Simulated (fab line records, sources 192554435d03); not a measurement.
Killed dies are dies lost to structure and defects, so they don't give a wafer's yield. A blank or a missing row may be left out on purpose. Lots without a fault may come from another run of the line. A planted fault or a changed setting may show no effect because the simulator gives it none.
One fault seen from 2 desks | flow n5_finfet | each desk has only its own numbers; what lay behind them comes last

THE TOOL OWNER'S DESK: rie_diel-02
The tool's own readings at N5_HKMG_FIN_ETCH_54 (etches SiARC in CF4, target depth 45.5 nm, time 75.8 s): means of the sampled wafers that have a number, for each lot that ran on this tool. A lot is out of limits, marked OUT, if its mean lies more than 4 standard deviations from the usual mean; the brackets give that distance. Of its 8 readings 7 are shown: the one that was out of limits first, and those that lie furthest out on some lot.
Columns: A = bias_w at N5_HKMG_FIN_ETCH_54, usual 36.00 W; B = drypump_motor_current_A at N5_HKMG_FIN_ETCH_54, usual 5.5 A; C = etch_rf_on_time_s at N5_HKMG_FIN_ETCH_54, usual 75.9 s; D = mfc_ar_sccm at N5_HKMG_FIN_ETCH_54, usual 100.0 sccm; E = rf_vpp_V at N5_HKMG_FIN_ETCH_54, usual 184.1 V; F = showerhead_plenum_p_Torr at N5_HKMG_FIN_ETCH_54, usual 2.14 Torr; G = throttle_valve_pct at N5_HKMG_FIN_ETCH_54, usual 15.77 %
lot  | first seen here | A               | B   | C    | D     | E                | F    | G
L518 | day 4 03:19     | 35.93           | 5.2 | 76.1 | 99.6  | 184.3            | 2.18 | 15.68
L521 | day 4 17:07     | 35.98           | 5.5 | 76.8 | 99.9  | 184.6            | 2.13 | 15.56
L526 | day 5 23:28     | 35.97           | 5.3 | 75.2 | 100.2 | 183.5            | 2.12 | 15.77
L529 | day 6 18:22     | 34.28 (-17) OUT | 5.8 | 76.7 | 100.0 | 178.1 (-5.0) OUT | 2.12 | 15.68
L530 | day 7 06:34     | 34.31 (-17) OUT | 5.5 | 77.2 | 99.9  | 179.3            | 2.17 | 15.83
L534 | day 7 23:06     | 34.23 (-18) OUT | 5.5 | 76.9 | 100.1 | 178.5 (-4.6) OUT | 2.11 | 15.88
This desk's finding: out of limits on L529, L530, L534; first on L529, day 6 18:22 (bias_w at N5_HKMG_FIN_ETCH_54). In limits: L518, L521, L526.

THE DEFECT DESK
What the inspections along the route counted, lot by lot: means of the sampled wafers that have a number. A lot is out of limits, marked OUT, if its mean lies more than 4 standard deviations from the usual mean; the brackets give that distance.
Columns: A = raw_defect_count at N5_SDB_INSPECT_36, usual 37
lot  | first seen here | A
L518 | day 4 01:19     | 24
L519 | day 4 05:02     | 35
L521 | day 4 15:27     | 62
L526 | day 5 21:49     | 44
L529 | day 6 16:39     | 35
L530 | day 7 04:51     | 48
L534 | day 7 21:01     | 47
L537 | day 8 18:06     | 35
L539 | day 9 05:59     | 32
L540 | day 9 11:02     | 39
This desk's finding: nothing out of limits on any of the 10 lots.

PUT TOGETHER
The tool owner's desk could have raised an alarm at day 6 18:22, on L529, L530, L534.
The defect desk saw nothing out of limits.
The defect desk has L529, L530, L534 on record, within its limits.
Of the lots named, all ran N5_HKMG_FIN_ETCH_54 on rie_diel-02.

WHAT THE SIMULATOR HAD PUT IN
Process parameter drift: rie_diel-02, from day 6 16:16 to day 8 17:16, at N5_HKMG_FIN_ETCH_54. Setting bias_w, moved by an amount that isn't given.
Lots struck among those shown: L529, L530, L534.
Hours from the fault's start to each desk's first reading out of limits: the tool owner's desk, 2.
